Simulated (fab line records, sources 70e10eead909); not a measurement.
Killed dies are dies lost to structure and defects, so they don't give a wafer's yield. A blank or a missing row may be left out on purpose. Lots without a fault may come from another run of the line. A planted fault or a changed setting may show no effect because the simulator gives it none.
fab line records | flow nand_harc
record lots=12 wafers=36 last_day=24
route steps=1159 shown A_ONON_D1@446 A_CHANNEL_HOLE_D1@466
lots that met no fault: from a run of the same line without faults
start_h: hours from the record's first day to the start of the lot's first wafer shown | wait_h: hours since the lot's step before | " the same as in the row above | L1.1+2: a row that stands for several wafers | - no value, or no start given | * or withheld: withheld | < > ~ a bound
route shown NAME@n: a module of which the file shows steps, and the number in the route of the first | usual: mean/standard deviation of fault-free wafers | same: alike in all rows | chamber/n: place in a boat | sites: the reading at each site | _std_site: their standard deviation | _edge_site: outer sites' mean less inner sites' | radius_mm: how far each site lies from the wafer's centre | mask NAME#n: copy n | behind: the tool/chamber that last shaped the wafer | hold: why the lot was held/for how many hours/how that ended | device: the transistor (n, p or np) that didn't switch | end of line: the same wafers' tests at the end of the route | a step without rows: its recipe alone | killed: dies lost to structure and defects at the first sort, not the wafer's yield | map: a wafer's dies, x killed, . not, _ none there
set.NAME: the setting as run; set.NAME@STEP: as run at that earlier step | model.NAME: the simulator's own value behind a step, which no gauge read
steps of the route over a sample of lots; a table a step, a row a wafer
services: from which hour (start_h, from the record's first day; less than 0 if before it) a tool's chamber was out of use, for how many hours, and why
## steps
# step NHARC_A_ONON_D1_DEP_33
# recipe target_thk_a=2000 temp_c=400 pressure_torr=6.5 rf_w=900 teos_flow_sccm=161.4 flow_sccm=2650 target_thk_nm=200 gas=O2 material=SiO2
# usual heater_power_w=568/66 showerhead_vpp_V=1909/74 throttle_valve_pct=16.0/0.53
# columns lot.wafer tool chamber start_h wait_h heater_power_w showerhead_vpp_V throttle_valve_pct
L655.2 pecvd-01 1 167.94 0.1 560 1791 16.3
L655.5 " 1 " " 560 1789 16.7
L655.4 " 0 " " 551 1951 15.7
L659.3 pecvd-02 1 184.93 0.1 536 2006 15.3
L659.5 " 2 " " 707 1929 15.4
L659.4 " 0 " " 561 1909 17.0
L661.3 pecvd-01 2 208.98 0.1 613 1918 15.6
L661.5 " 1 " " 565 1805 16.5
L661.4 " 2 " " 635 1950 15.6
L668.2 pecvd-01 2 261.50 0.1 599 1951 15.3
L668.6 " 2 " " 602 1960 15.4
L668.5 " 1 " " 483 1798 16.7
L670.2 pecvd-02 2 269.38 0.1 715 1925 16.0
L670.1 " 0 " " 556 1919 17.0
L670.4 " 1 " " 519 1974 15.9
L671.1 pecvd-03 2 269.48 0.1 603 1902 16.0
L671.2 " 1 " " 508 1826 15.8
L671.6 " 0 " " 561 1804 16.0
L673.3 pecvd-03 0 277.63 0.1 579 1747 15.9
L673.1 " 1 " " 597 1789 15.7
L673.5 " 2 " " 607 1865 16.1
L674.1 pecvd-02 1 277.86 0.2 539 2035 15.6
L674.2 " 2 " " 664 1919 15.9
L674.6 " 2 " " 688 1954 15.8
L675.1 pecvd-01 2 291.06 0.1 611 1953 15.4
L675.6 " 2 " " 618 1954 15.5
L675.5 " 0 " " 600 1971 15.2
L676.1 pecvd-02 1 291.16 0.1 506 1987 15.7
L676.4 " 2 " " 662 1944 16.1
L676.5 " 0 " " 567 1941 17.0
L677.2 pecvd-01 0 296.80 0.1 483 2001 15.5
L677.4 " 0 " " 498 1967 15.7
L677.6 " 1 " " 493 1799 17.1
L678.2 pecvd-02 2 300.86 0.2 739 1908 15.7
L678.1 " 0 " " 474 1877 16.8
L678.4 " 0 " " 488 1897 17.1
# step NHARC_A_CHANNEL_HOLE_D1_ETCH_38
# recipe target_depth_a=390 over_etch_frac=0.3 time_s=65 ion_energy_ev=80 cf4_flow_sccm=150 ar_flow_sccm=0 rf_w=300 bias_w=100 chemistry=CF4
# usual drypump_motor_current_A=5.6/0.58 oes_product_au=0.999/0.0064 rf_vpp_V=151.0/1.1 showerhead_plenum_p_Torr=1.75/0.063 throttle_valve_pct=13.283/0.0093
# columns lot.wafer tool chamber start_h wait_h drypump_motor_current_A oes_product_au rf_hours_counter_h rf_vpp_V showerhead_plenum_p_Torr throttle_valve_pct
L655.2 rie_diel-02 3 171.44 0.1 5.2 0.999 2 149.7 1.68 13.298
L655.4 " 0 " " 5.8 1.001 2 150.8 1.76 13.293
L655.5 " 3 " " 5.2 1.006 - 149.1 1.68 13.283
L659.3 rie_diel-01 3 193.95 0.1 5.3 0.993 2 151.1 1.78 13.273
L659.4 " 1 " " 6.0 1.012 2 150.7 1.74 13.272
L659.5 " 3 " " 5.2 1.001 - 151.4 1.78 13.261
L661.3 rie_diel-10 1 212.87 0.1 4.8 0.989 2 151.7 1.67 13.281
L661.4 " 3 " " 5.2 0.990 2 150.0 1.67 13.279
L661.5 " 0 " " 5.5 0.830 - 152.2 1.81 13.290
L668.2 rie_diel-01 3 265.32 0.1 5.2 0.997 8 151.3 1.78 13.281
L668.6 " 0 " " 6.7 0.991 - 152.9 1.87 13.280
L668.5 " 1 " " 6.0 1.005 - 150.9 1.73 13.280
L670.1 rie_diel-01 2 273.84 0.1 6.8 1.007 9 151.8 1.76 13.269
L670.4 " 3 " " 5.2 1.013 10 152.0 1.78 13.281
L670.2 " 0 " " 6.7 1.007 9 153.3 1.87 13.289
L671.1 rie_diel-02 1 274.01 0.1 5.5 1.002 7 152.2 1.77 13.292
L671.2 " 3 " " 5.2 1.003 9 150.2 1.67 13.288
L671.6 " 3 " " 5.2 1.000 - 150.9 1.67 13.268
L673.1 rie_diel-01 0 282.24 0.1 6.7 1.000 10 153.5 1.87 13.266
L673.3 " 1 " " 6.0 1.003 10 149.7 1.73 13.281
L673.5 " 2 " " 6.7 1.001 - 150.3 1.76 13.279
L674.1 rie_diel-02 0 282.75 0.1 5.8 1.005 10 151.7 1.76 13.289
L674.2 " 1 " " 5.5 0.995 8 151.8 1.77 13.290
L674.6 " 0 " " 5.8 1.000 - 150.6 1.76 13.281
L675.1 rie_diel-10 2 294.62 0.1 5.7 1.008 7 149.6 1.67 13.295
L675.6 " 3 " " 5.2 1.003 - 149.4 1.67 13.291
L675.5 " 0 " " 5.5 0.999 - 152.0 1.81 13.277
L676.4 rie_diel-01 2 294.83 0.1 6.7 1.005 11 152.8 1.76 13.288
L676.1 " 1 " " 6.0 1.001 10 149.6 1.73 13.285
L676.5 " 3 " " 5.2 1.002 - 153.0 1.78 13.285
L677.2 rie_diel-02 1 301.29 0.1 5.5 0.998 9 150.3 1.77 13.295
L677.4 " 0 " " 5.8 1.010 11 152.0 1.76 13.259
L677.6 " 2 " " 5.9 1.001 - 152.6 1.81 13.283
L678.2 rie_diel-10 0 304.32 0.1 5.5 0.999 7 152.1 1.80 13.289
L678.4 " 1 " " 4.8 0.994 8 149.7 1.67 13.298
L678.1 " 2 " " 5.7 1.002 8 151.1 1.67 13.285
# step NHARC_A_CHANNEL_HOLE_D1_ETCH_22
# recipe bias_v=3000 source_w=withheld pressure_mtorr=20 time_s=666.7 ar_flow_sccm=375 c4f8_flow_sccm=89.3 o2_flow_sccm=35.7 temp_c=-20 target_depth_a=16000 chemistry=C4F8/O2/Ar
# usual drypump_motor_current_A=5.7/0.37 esc_clamp_current_uA=0.0209/0.00032 he_backside_leak_sccm=5.7/0.49 o2_flow_sccm=35.69/0.12 showerhead_plenum_p_Torr=3.67/0.099 throttle_valve_pct=32.154/0.0087
# columns lot.wafer tool chamber start_h wait_h drypump_motor_current_A esc_clamp_current_uA he_backside_leak_sccm o2_flow_sccm rf_hours_counter_h showerhead_plenum_p_Torr throttle_valve_pct
L655.2 har_etch-01 1 173.41 0.4 5.1 0.0203 5.5 35.66 183 3.72 32.155
L655.4 " 0 " " 5.8 0.0211 6.2 35.65 - 3.83 32.148
L655.5 " 1 " " 5.1 0.0202 5.2 35.49 - 3.72 32.154
L659.4 har_etch-02 1 196.10 0.4 6.0 0.0211 5.9 35.74 - 3.66 32.147
L659.3 " 0 " " 6.1 0.0209 5.8 35.55 - 3.56 32.132
L659.5 " 0 " " 6.1 0.0209 5.9 35.58 - 3.56 32.150
L661.3 har_etch-01 1 215.02 0.4 5.1 0.0204 5.4 35.65 - 3.71 32.150
L661.4 " 0 " " 5.8 0.0210 6.1 35.79 - 3.82 32.163
L661.5 " 1 " " 5.1 0.0203 5.3 35.91 - 3.71 32.150
L668.2 har_etch-02 1 267.27 0.4 6.0 0.0211 6.2 35.78 138 3.64 32.156
L668.6 " 1 " " 5.9 0.0211 6.0 35.91 - 3.64 32.147
L668.5 " 0 " " 6.1 0.0210 5.4 35.77 - 3.54 32.162
L670.1 har_etch-01 1 275.82 0.4 5.1 0.0203 5.2 35.78 231 3.69 32.166
L670.2 " 0 " " 5.8 0.0210 6.2 35.69 231 3.80 32.144
L670.4 " 1 " " 5.1 0.0204 5.1 35.52 - 3.69 32.145
L671.2 har_etch-02 1 276.18 0.4 5.9 0.0212 6.0 35.83 145 3.64 32.163
L671.1 " 0 " " 6.1 0.0209 5.7 35.73 145 3.54 32.166
L671.6 " 0 " " 6.1 0.0209 5.7 35.60 - 3.54 32.164
L673.1 har_etch-01 0 284.29 0.4 5.8 0.0211 6.2 35.72 236 3.80 32.136
L673.3 " 1 " " 5.1 0.0204 5.0 35.51 - 3.69 32.153
L673.5 " 0 " " 5.8 0.0211 6.0 35.79 - 3.80 32.147
L674.1 har_etch-02 0 287.21 0.4 6.1 0.0209 5.8 35.57 153 3.53 32.163
L674.2 " 1 " " 5.9 0.0212 6.5 35.76 153 3.63 32.150
L674.6 " 0 " " 6.1 0.0209 10.0 35.70 - 3.53 32.164
L675.1 har_etch-01 1 296.66 0.4 5.1 0.0204 5.1 36.03 240 3.69 32.154
L675.6 " 0 " " 5.8 0.0211 5.7 35.67 - 3.80 32.173
L675.5 " 1 " " 5.1 0.0203 4.8 35.92 - 3.69 32.167
L676.1 har_etch-02 1 296.89 0.4 6.0 0.0212 5.9 35.66 157 3.63 32.155
L676.4 " 1 " " 6.0 0.0211 5.6 35.63 - 3.63 32.165
L676.5 " 1 " " 6.0 0.0211 5.9 35.63 - 3.63 32.150
L677.2 har_etch-01 1 303.37 0.4 5.1 0.0204 5.2 35.77 244 3.69 32.153
L677.4 " 1 " " 5.1 0.0204 5.1 35.68 - 3.69 32.158
L677.6 " 1 " " 5.1 0.0204 5.2 35.77 - 3.69 32.158
L678.1 har_etch-02 0 306.29 0.4 6.1 0.0210 5.6 35.77 160 3.53 32.153
L678.2 " 1 " " 6.0 0.0212 5.8 35.63 160 3.63 32.149
L678.4 " 1 " " 6.0 0.0211 6.3 35.64 - 3.63 32.164
# step NHARC_A_CHANNEL_HOLE_D1_ETCH_24
# recipe bias_v=5000 source_w=withheld pressure_mtorr=20 time_s=906.2 ar_flow_sccm=375 c4f8_flow_sccm=93.8 o2_flow_sccm=31.2 temp_c=-20 target_depth_a=15000 chemistry=C4F8/O2/Ar
# usual drypump_motor_current_A=5.7/0.37 esc_clamp_current_uA=0.0209/0.00032 he_backside_leak_sccm=5.7/0.5 o2_flow_sccm=31.21/0.087 showerhead_plenum_p_Torr=3.67/0.098 throttle_valve_pct=32.236/0.0083
# columns lot.wafer tool chamber start_h wait_h drypump_motor_current_A esc_clamp_current_uA he_backside_leak_sccm o2_flow_sccm rf_hours_counter_h showerhead_plenum_p_Torr throttle_valve_pct
L655.2 har_etch-01 1 174.67 0.6 5.1 0.0203 5.6 31.08 184 3.71 32.224
L655.4 " 0 " " 5.8 0.0210 5.8 31.34 - 3.82 32.247
L655.5 " 1 " " 5.1 0.0203 5.5 31.09 - 3.71 32.241
L659.4 har_etch-02 1 197.42 0.6 6.0 0.0211 5.5 31.26 - 3.65 32.222
L659.3 " 0 " " 6.1 0.0209 5.7 31.08 - 3.55 32.236
L659.5 " 0 " " 6.0 0.0209 5.7 31.21 - 3.55 32.231
L661.3 har_etch-01 1 216.36 0.6 5.1 0.0203 5.5 31.10 - 3.70 32.233
L661.4 " 0 " " 5.8 0.0210 6.0 31.15 - 3.81 32.240
L661.5 " 1 " " 5.1 0.0203 5.3 31.18 - 3.70 32.234
L668.2 har_etch-02 1 268.55 0.6 6.0 0.0211 5.8 31.21 139 3.64 32.229
L668.6 " 1 " " 6.0 0.0211 6.1 31.30 - 3.64 32.246
L668.5 " 0 " " 6.1 0.0210 5.8 31.22 - 3.53 32.233
L670.1 har_etch-01 1 277.07 0.6 5.1 0.0203 5.7 31.24 232 3.69 32.234
L670.2 " 0 " " 5.8 0.0211 6.1 31.17 232 3.80 32.230
L670.4 " 1 " " 5.1 0.0203 5.1 31.18 - 3.69 32.228
L671.2 har_etch-02 1 277.44 0.6 6.0 0.0211 5.6 31.25 146 3.63 32.236
L671.1 " 0 " " 6.1 0.0209 5.5 31.39 146 3.53 32.236
L671.6 " 0 " " 6.0 0.0209 10.5 31.39 - 3.53 32.238
L673.1 har_etch-01 0 285.58 0.6 5.8 0.0211 6.3 31.28 237 3.79 32.240
L673.3 " 1 " " 5.1 0.0204 5.4 31.34 - 3.69 32.228
L673.5 " 0 " " 5.8 0.0210 6.2 31.25 - 3.79 32.230
L674.1 har_etch-02 0 288.48 0.6 6.1 0.0210 5.7 31.19 154 3.53 32.243
L674.2 " 1 " " 6.0 0.0212 6.0 31.13 154 3.63 32.253
L674.6 " 0 " " 6.1 0.0210 5.9 31.05 - 3.53 32.237
L675.1 har_etch-01 1 297.96 0.6 5.1 0.0204 5.5 31.27 241 3.68 32.228
L675.6 " 0 " " 5.7 0.0211 6.1 31.08 - 3.79 32.244
L675.5 " 1 " " 5.1 0.0204 5.7 31.30 - 3.68 32.235
L676.1 har_etch-02 1 298.18 0.6 6.0 0.0212 6.1 31.01 158 3.63 32.230
L676.4 " 1 " " 6.0 0.0211 5.8 31.21 - 3.63 32.224
L676.5 " 1 " " 6.0 0.0212 6.0 31.10 - 3.63 32.236
L677.2 har_etch-01 1 304.67 0.6 5.1 0.0203 5.6 31.16 245 3.68 32.242
L677.4 " 1 " " 5.1 0.0204 5.6 31.19 - 3.68 32.230
L677.6 " 1 " " 5.1 0.0204 5.4 31.28 - 3.68 32.226
L678.1 har_etch-02 0 307.55 0.6 6.1 0.0209 5.9 31.15 162 3.52 32.240
L678.2 " 1 " " 5.9 0.0212 5.9 31.15 162 3.62 32.235
L678.4 " 1 " " 6.0 0.0212 6.1 31.20 - 3.62 32.235
## services
# columns tool chamber start_h hours kind
rie_diel-01 0 146.80 - clean
rie_diel-01 1 146.80 - clean
rie_diel-01 2 146.80 - clean
rie_diel-01 3 146.80 - clean
rie_diel-10 1 147.07 7.9 repair
rie_diel-02 - 150.70 9.0 pm
pecvd-02 - 153.00 13.0 pm
pecvd-02 0 153.00 13.0 vent_cycle
pecvd-02 1 153.00 13.0 vent_cycle
pecvd-02 2 153.00 13.0 vent_cycle
pecvd-02 0 166.00 - clean
rie_diel-10 - 176.50 9.0 pm
pecvd-03 0 183.31 11.8 repair
pecvd-03 2 223.25 12.0 repair
pecvd-01 - 226.58 0.4 repair
pecvd-01 - 237.00 13.0 pm
pecvd-02 2 250.50 6.7 repair
rie_diel-02 2 259.86 31.5 repair
rie_diel-10 3 262.31 4.8 repair
pecvd-01 - 268.94 0.7 repair
pecvd-03 - 292.01 13.0 pm
har_etch-01 - 306.59 17.0 pm
har_etch-01 0 306.59 17.0 vent_cycle
har_etch-01 1 306.59 17.0 vent_cycle
## key
first_sign step=NHARC_A_CHANNEL_HOLE_D1_ETCH_38 reading=oes_product_au direction=down sigmas=26 usual=0.999 struck=0.830
effect none on later readings
met_at NHARC_A_CHANNEL_HOLE_D1_ETCH_38
struck_lots L661
struck_wafers L661.5
sort_left_out L661.5
tester_left_out L661
not_acting_at NHARC_A_ONON_D1_DEP_33,NHARC_A_CHANNEL_HOLE_D1_ETCH_22,NHARC_A_CHANNEL_HOLE_D1_ETCH_24
fault kind=process_parameter_drift tool=rie_diel-10 chamber=0 onset_h=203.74 steps=NHARC_A_CHANNEL_HOLE_D1_ETCH_38 channel=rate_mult offset=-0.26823 shape=step end_h=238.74
# tester_left_out: of these lots the tester's yield and bins aren't shown, on N5 and GAA mostly nor the transistor test; their killed dies are dies lost to structure and defects alone, not to doping, threshold or leakage, so they don't give the yield
# sort_left_out: the simulated sort isn't trusted on such a fault, so these wafers' sort isn't shown, and their yield isn't known
